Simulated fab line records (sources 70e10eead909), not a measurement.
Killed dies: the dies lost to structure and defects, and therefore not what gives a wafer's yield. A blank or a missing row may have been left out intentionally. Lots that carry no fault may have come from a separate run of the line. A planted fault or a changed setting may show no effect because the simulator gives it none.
The tool behind it: which one? || flow nand harc || Sampling: 11 lots, 33 wafers, 7 of 1159 route steps

## WHAT THE GAUGES READ, wafer by wafer
NHARC_P_GATE_CD_MEAS_91: target cd 2000 nm. Usual: cd nm at 1999.9 nm, with a standard deviation of 1.8.
{"lot": "L796", "measured": "day 7 19:47", "on": "cd sem-03", "cd nm (nm)": "2001.1 2000.3 2000.2", "flag": ""}
{"lot": "L797", "measured": "day 7 21:04", "on": "cd sem-01", "cd nm (nm)": "1998.2 1998.9 2000.0", "flag": ""}
{"lot": "L803", "measured": "day 8 14:06", "on": "cd sem-02", "cd nm (nm)": "2001.0 2000.6 1997.6", "flag": ""}
{"lot": "L804", "measured": "day 8 15:47", "on": "cd sem-03", "cd nm (nm)": "- - -", "flag": "OFF"}
{"lot": "L805", "measured": "day 8 16:27", "on": "cd sem-01", "cd nm (nm)": "- - -", "flag": "OFF"}
{"lot": "L807", "measured": "day 8 21:06", "on": "cd sem-03", "cd nm (nm)": "- - -", "flag": "OFF"}
{"lot": "L808", "measured": "day 8 22:44", "on": "cd sem-03", "cd nm (nm)": "2002.6 1999.3 1999.3", "flag": ""}
{"lot": "L815", "measured": "day 10 06:59", "on": "cd sem-01", "cd nm (nm)": "2001.8 1998.2 2000.7", "flag": ""}
{"lot": "L816", "measured": "day 10 07:09", "on": "cd sem-01", "cd nm (nm)": "2000.3 1996.3 1997.7", "flag": ""}
{"lot": "L818", "measured": "day 10 20:13", "on": "cd sem-01", "cd nm (nm)": "1999.1 2000.5 2001.9", "flag": ""}
{"lot": "L817", "measured": "day 10 20:47", "on": "cd sem-03", "cd nm (nm)": "2000.0 2000.0 1998.6", "flag": ""}

NHARC_P_GATE_INSPECT_68. Usual: raw defect count at 176, with a standard deviation of 60.
{"lot": "L796", "measured": "day 7 22:58", "on": "defect inspect-02", "raw defect count": "111 140 156", "flag": ""}
{"lot": "L797", "measured": "day 8 00:09", "on": "defect inspect-02", "raw defect count": "147 107 144", "flag": ""}
{"lot": "L803", "measured": "day 8 17:11", "on": "defect inspect-01", "raw defect count": "114 155 166", "flag": ""}
{"lot": "L804", "measured": "day 8 19:14", "on": "defect inspect-01", "raw defect count": "1233 1146 1251", "flag": "OFF"}
{"lot": "L805", "measured": "day 8 20:08", "on": "defect inspect-02", "raw defect count": "1283 1172 1273", "flag": "OFF"}
{"lot": "L807", "measured": "day 9 00:43", "on": "defect inspect-02", "raw defect count": "1204 1223 1161", "flag": "OFF"}
{"lot": "L808", "measured": "day 9 02:48", "on": "defect inspect-01", "raw defect count": "346 179 210", "flag": ""}
{"lot": "L815", "measured": "day 10 10:15", "on": "defect inspect-02", "raw defect count": "116 101 135", "flag": ""}
{"lot": "L816", "measured": "day 10 10:25", "on": "defect inspect-02", "raw defect count": "178 151 171", "flag": ""}
{"lot": "L818", "measured": "day 10 23:24", "on": "defect inspect-01", "raw defect count": "139 156 234", "flag": ""}
{"lot": "L817", "measured": "day 10 23:55", "on": "defect inspect-01", "raw defect count": "421 195 157", "flag": ""}

NHARC_END_SORT_01. Usual: killed at array 29, standard deviation 11; killed at other 0.5, standard deviation 0.85; killed at periphery 3.0, standard deviation 2.3; killed dies 33, standard deviation 12; killed open 3.3, standard deviation 1.9; killed short 2.0, standard deviation 1.5.
{"lot": "L804", "measured": "day 26 11:43", "on": "prober-01", "killed at array": "30 34 33", "killed at other": "0 0 0", "killed at periphery": "647 643 644", "killed dies": "677 677 677", "killed open": "2 4 1", "killed short": "6 1 3", "flag": "OFF"}
{"lot": "L805", "measured": "day 26 08:21", "on": "prober-02", "killed at array": "25 40 30", "killed at other": "3 1 2", "killed at periphery": "649 636 645", "killed dies": "677 677 677", "killed open": "3 6 3", "killed short": "1 4 3", "flag": "OFF"}
{"lot": "L807", "measured": "day 28 06:14", "on": "prober-02", "killed at array": "42 47 49", "killed at other": "0 0 0", "killed at periphery": "635 630 628", "killed dies": "677 677 677", "killed open": "7 10 2", "killed short": "4 0 1", "flag": "OFF"}

## EACH LOT AND THE TOOL THAT RAN IT (in order: tool; ch and the chambers of the sampled wafers; start)
{"lot": "L796", "NHARC_P_GATE_DESCUM_48": "rie diel-05 ch 1,2, day 7 16:13", "NHARC_P_GATE_STRIP_76": "plasma asher-01 ch 0,1, day 7 18:52", "NHARC_P_GATE_EXPOSE_88": "krf scanner-01 ch 0, day 7 19:37", "NHARC_P_GATE_STRIP_113": "plasma asher-02 ch 0,1, day 7 20:22"}
{"lot": "L797", "NHARC_P_GATE_DESCUM_48": "rie diel-06 ch 2,3, day 7 17:37", "NHARC_P_GATE_STRIP_76": "plasma asher-02 ch 0,1, day 7 20:08", "NHARC_P_GATE_EXPOSE_88": "krf scanner-04 ch 0, day 7 20:54", "NHARC_P_GATE_STRIP_113": "plasma asher-01 ch 0,1, day 7 21:37"}
{"lot": "L803", "NHARC_P_GATE_DESCUM_48": "rie diel-06 ch 0,2, day 8 10:53", "NHARC_P_GATE_STRIP_76": "plasma asher-02 ch 0,1, day 8 13:11", "NHARC_P_GATE_EXPOSE_88": "krf scanner-02 ch 0, day 8 13:56", "NHARC_P_GATE_STRIP_113": "plasma asher-02 ch 0,1, day 8 14:38"}
{"lot": "L804", "NHARC_P_GATE_DESCUM_48": "rie diel-05 ch 0,1,3, day 8 12:29", "NHARC_P_GATE_STRIP_76": "plasma asher-01 ch 0, day 8 14:52", "NHARC_P_GATE_EXPOSE_88": "krf scanner-04, day 8 15:38", "NHARC_P_GATE_STRIP_113": "plasma asher-01 ch 1, day 8 16:31"}
{"lot": "L805", "NHARC_P_GATE_DESCUM_48": "rie diel-06 ch 0,2, day 8 13:03", "NHARC_P_GATE_STRIP_76": "plasma asher-01 ch 1, day 8 15:31", "NHARC_P_GATE_EXPOSE_88": "krf scanner-01, day 8 16:17", "NHARC_P_GATE_STRIP_113": "plasma asher-01 ch 1, day 8 17:25"}
{"lot": "L807", "NHARC_P_GATE_DESCUM_48": "rie diel-05 ch 1,2,3, day 8 17:18", "NHARC_P_GATE_STRIP_76": "plasma asher-01 ch 1, day 8 20:11", "NHARC_P_GATE_EXPOSE_88": "krf scanner-02, day 8 20:57", "NHARC_P_GATE_STRIP_113": "plasma asher-01 ch 0,1, day 8 21:53"}
{"lot": "L808", "NHARC_P_GATE_DESCUM_48": "rie diel-06 ch 0,2,3, day 8 19:11", "NHARC_P_GATE_STRIP_76": "plasma asher-01 ch 0,1, day 8 21:49", "NHARC_P_GATE_EXPOSE_88": "krf scanner-02 ch 0, day 8 22:34", "NHARC_P_GATE_STRIP_113": "plasma asher-01 ch 0,1, day 8 23:59"}
{"lot": "L815", "NHARC_P_GATE_DESCUM_48": "rie diel-04 ch 0,1,3, day 10 03:47", "NHARC_P_GATE_STRIP_76": "plasma asher-02 ch 0, day 10 06:11", "NHARC_P_GATE_EXPOSE_88": "krf scanner-04 ch 0, day 10 06:49", "NHARC_P_GATE_STRIP_113": "plasma asher-02 ch 0, day 10 07:39"}
{"lot": "L816", "NHARC_P_GATE_DESCUM_48": "rie diel-04 ch 0,2,3, day 10 03:58", "NHARC_P_GATE_STRIP_76": "plasma asher-01 ch 0,1, day 10 06:22", "NHARC_P_GATE_EXPOSE_88": "krf scanner-04 ch 0, day 10 06:59", "NHARC_P_GATE_STRIP_113": "plasma asher-01 ch 0,1, day 10 07:40"}
{"lot": "L818", "NHARC_P_GATE_DESCUM_48": "rie diel-06 ch 1,2, day 10 16:50", "NHARC_P_GATE_STRIP_76": "plasma asher-02 ch 0,1, day 10 19:18", "NHARC_P_GATE_EXPOSE_88": "krf scanner-01 ch 0, day 10 20:04", "NHARC_P_GATE_STRIP_113": "plasma asher-01 ch 0,1, day 10 20:45"}
{"lot": "L817", "NHARC_P_GATE_DESCUM_48": "rie diel-06 ch 1,2,3, day 10 17:37", "NHARC_P_GATE_STRIP_76": "plasma asher-01 ch 0,1, day 10 19:51", "NHARC_P_GATE_EXPOSE_88": "krf scanner-04 ch 0, day 10 20:37", "NHARC_P_GATE_STRIP_113": "plasma asher-02 ch 0,1, day 10 21:19"}
- NHARC_P_GATE_DESCUM_48: chemistry O2, time 3 s.
- NHARC_P_GATE_STRIP_76: strips in O2.
- NHARC_P_GATE_EXPOSE_88: exposes mask P HVN, target cd 2000 nm.
- NHARC_P_GATE_STRIP_113: strips in N2/H2, time 740 s.

## AS READ BY THE TOOLS THEMSELVES (means over the sampled wafers that have a number; for cases with no such wafer, the mark the record gives instead)
NHARC_P_GATE_DESCUM_48. Usual: drypump motor current A 5.8 A, standard deviation 0.62; oes product au 1.000 a.u., standard deviation 0.01; rf vpp V 57.9 V, standard deviation 0.83; showerhead plenum p Torr 1.95 Torr, standard deviation 0.083; throttle valve pct 11.312 %, standard deviation 0.0092.
{"lot": "L796", "tool": "rie diel-05", "drypump motor current A (A)": 6.2, "oes product au (a.u.)": 1.004, "rf vpp V (V)": 58.6, "showerhead plenum p Torr (Torr)": 1.93, "throttle valve pct (%)": 11.310, "flag": ""}
{"lot": "L797", "tool": "rie diel-06", "drypump motor current A (A)": 5.7, "oes product au (a.u.)": 1.003, "rf vpp V (V)": 57.4, "showerhead plenum p Torr (Torr)": 1.94, "throttle valve pct (%)": 11.318, "flag": ""}
{"lot": "L803", "tool": "rie diel-06", "drypump motor current A (A)": 6.2, "oes product au (a.u.)": 1.001, "rf vpp V (V)": 58.0, "showerhead plenum p Torr (Torr)": 1.91, "throttle valve pct (%)": 11.318, "flag": ""}
{"lot": "L804", "tool": "rie diel-05", "drypump motor current A (A)": 5.6, "oes product au (a.u.)": 0.999, "rf vpp V (V)": 57.7, "showerhead plenum p Torr (Torr)": 1.89, "throttle valve pct (%)": 11.303, "flag": ""}
{"lot": "L805", "tool": "rie diel-06", "drypump motor current A (A)": 5.8, "oes product au (a.u.)": 1.005, "rf vpp V (V)": 56.6, "showerhead plenum p Torr (Torr)": 1.86, "throttle valve pct (%)": 11.314, "flag": ""}
{"lot": "L807", "tool": "rie diel-05", "drypump motor current A (A)": 6.0, "oes product au (a.u.)": 1.004, "rf vpp V (V)": 57.6, "showerhead plenum p Torr (Torr)": 1.92, "throttle valve pct (%)": 11.309, "flag": ""}
{"lot": "L808", "tool": "rie diel-06", "drypump motor current A (A)": 6.0, "oes product au (a.u.)": 1.007, "rf vpp V (V)": 57.6, "showerhead plenum p Torr (Torr)": 1.93, "throttle valve pct (%)": 11.316, "flag": ""}
{"lot": "L815", "tool": "rie diel-04", "drypump motor current A (A)": 5.6, "oes product au (a.u.)": 1.000, "rf vpp V (V)": 57.9, "showerhead plenum p Torr (Torr)": 1.96, "throttle valve pct (%)": 11.317, "flag": ""}
{"lot": "L816", "tool": "rie diel-04", "drypump motor current A (A)": 6.0, "oes product au (a.u.)": 1.000, "rf vpp V (V)": 57.7, "showerhead plenum p Torr (Torr)": 1.96, "throttle valve pct (%)": 11.309, "flag": ""}
{"lot": "L818", "tool": "rie diel-06", "drypump motor current A (A)": 5.1, "oes product au (a.u.)": 0.996, "rf vpp V (V)": 58.0, "showerhead plenum p Torr (Torr)": 1.97, "throttle valve pct (%)": 11.308, "flag": ""}
{"lot": "L817", "tool": "rie diel-06", "drypump motor current A (A)": 5.4, "oes product au (a.u.)": 1.007, "rf vpp V (V)": 58.1, "showerhead plenum p Torr (Torr)": 1.96, "throttle valve pct (%)": 11.305, "flag": ""}

NHARC_P_GATE_STRIP_76. Usual: drypump motor current A 5.7 A, standard deviation 0.31; heater power w 321 W, standard deviation 27.
{"lot": "L796", "tool": "plasma asher-01", "drypump motor current A (A)": 5.4, "heater power w (W)": 308, "flag": ""}
{"lot": "L797", "tool": "plasma asher-02", "drypump motor current A (A)": 6.0, "heater power w (W)": 340, "flag": ""}
{"lot": "L803", "tool": "plasma asher-02", "drypump motor current A (A)": 6.1, "heater power w (W)": 334, "flag": ""}
{"lot": "L804", "tool": "plasma asher-01", "drypump motor current A (A)": 5.3, "heater power w (W)": 329, "flag": ""}
{"lot": "L805", "tool": "plasma asher-01", "drypump motor current A (A)": 5.6, "heater power w (W)": 291, "flag": ""}
{"lot": "L807", "tool": "plasma asher-01", "drypump motor current A (A)": 5.6, "heater power w (W)": 289, "flag": ""}
{"lot": "L808", "tool": "plasma asher-01", "drypump motor current A (A)": 5.5, "heater power w (W)": 301, "flag": ""}
{"lot": "L815", "tool": "plasma asher-02", "drypump motor current A (A)": 5.8, "heater power w (W)": 355, "flag": ""}
{"lot": "L816", "tool": "plasma asher-01", "drypump motor current A (A)": 5.5, "heater power w (W)": 303, "flag": ""}
{"lot": "L818", "tool": "plasma asher-02", "drypump motor current A (A)": 5.9, "heater power w (W)": 341, "flag": ""}
{"lot": "L817", "tool": "plasma asher-01", "drypump motor current A (A)": 5.5, "heater power w (W)": 309, "flag": ""}

NHARC_P_GATE_EXPOSE_88. Usual: exposure dose mJ cm2 11.872, standard deviation 0.012; focus offset nm 0.0 nm, standard deviation 0.5.
{"lot": "L796", "tool": "krf scanner-01", "exposure dose mJ cm2": 11.869, "focus offset nm (nm)": -0.0, "flag": ""}
{"lot": "L797", "tool": "krf scanner-04", "exposure dose mJ cm2": 11.861, "focus offset nm (nm)": -0.1, "flag": ""}
{"lot": "L803", "tool": "krf scanner-02", "exposure dose mJ cm2": 11.883, "focus offset nm (nm)": 0.6, "flag": ""}
{"lot": "L804", "tool": "krf scanner-04", "exposure dose mJ cm2": "-", "focus offset nm (nm)": "-", "flag": "OFF"}
{"lot": "L805", "tool": "krf scanner-01", "exposure dose mJ cm2": "-", "focus offset nm (nm)": "-", "flag": "OFF"}
{"lot": "L807", "tool": "krf scanner-02", "exposure dose mJ cm2": "-", "focus offset nm (nm)": "-", "flag": "OFF"}
{"lot": "L808", "tool": "krf scanner-02", "exposure dose mJ cm2": 11.875, "focus offset nm (nm)": -0.1, "flag": ""}
{"lot": "L815", "tool": "krf scanner-04", "exposure dose mJ cm2": 11.863, "focus offset nm (nm)": 0.5, "flag": ""}
{"lot": "L816", "tool": "krf scanner-04", "exposure dose mJ cm2": 11.891, "focus offset nm (nm)": -0.5, "flag": ""}
{"lot": "L818", "tool": "krf scanner-01", "exposure dose mJ cm2": 11.862, "focus offset nm (nm)": 0.1, "flag": ""}
{"lot": "L817", "tool": "krf scanner-04", "exposure dose mJ cm2": 11.876, "focus offset nm (nm)": -0.4, "flag": ""}

NHARC_P_GATE_STRIP_113. Usual: drypump motor current A 5.7 A, standard deviation 0.3; heater power w 86 W, standard deviation 7.3.
{"lot": "L796", "tool": "plasma asher-02", "drypump motor current A (A)": 6.0, "heater power w (W)": 90, "flag": ""}
{"lot": "L797", "tool": "plasma asher-01", "drypump motor current A (A)": 5.5, "heater power w (W)": 81, "flag": ""}
{"lot": "L803", "tool": "plasma asher-02", "drypump motor current A (A)": 6.1, "heater power w (W)": 89, "flag": ""}
{"lot": "L804", "tool": "plasma asher-01", "drypump motor current A (A)": 5.6, "heater power w (W)": 77, "flag": ""}
{"lot": "L805", "tool": "plasma asher-01", "drypump motor current A (A)": 5.6, "heater power w (W)": 77, "flag": ""}
{"lot": "L807", "tool": "plasma asher-01", "drypump motor current A (A)": 5.5, "heater power w (W)": 80, "flag": ""}
{"lot": "L808", "tool": "plasma asher-01", "drypump motor current A (A)": 5.4, "heater power w (W)": 86, "flag": ""}
{"lot": "L815", "tool": "plasma asher-02", "drypump motor current A (A)": 5.8, "heater power w (W)": 95, "flag": ""}
{"lot": "L816", "tool": "plasma asher-01", "drypump motor current A (A)": 5.4, "heater power w (W)": 83, "flag": ""}
{"lot": "L818", "tool": "plasma asher-01", "drypump motor current A (A)": 5.4, "heater power w (W)": 83, "flag": ""}
{"lot": "L817", "tool": "plasma asher-02", "drypump motor current A (A)": 5.9, "heater power w (W)": 89, "flag": ""}

## THE ANSWER, worked out from the rows above alone
Rule: lot off if the mean of its wafers having a number is beyond 3 standard deviations from the usual mean. Also off: a lot with no number at a reading for which 4 or more lots have one. The other lots that the step has rows for count as sound. First the gauges in route order, then the tools' own readings, where a lot's mean is used as printed above. At the first step where some lot is off, the reading lying furthest off is the one used; lots without a number count as furthest.
Off: L804, L805, L807 (NHARC_P_GATE_CD_MEAS_91, cd nm). Without a number there: L804, L805, L807.
A tool fits if, at a process step before that reading, it ran every lot that is off, and no sound lot after the first of them. Not tried: the gauges at NHARC_P_GATE_CD_MEAS_91; whatever is off there is also off at NHARC_P_GATE_INSPECT_68, on other tools, and gauge error can't account for it. No candidate that was tried fits.

## WHAT WAS PUT IN BY THE SIMULATOR
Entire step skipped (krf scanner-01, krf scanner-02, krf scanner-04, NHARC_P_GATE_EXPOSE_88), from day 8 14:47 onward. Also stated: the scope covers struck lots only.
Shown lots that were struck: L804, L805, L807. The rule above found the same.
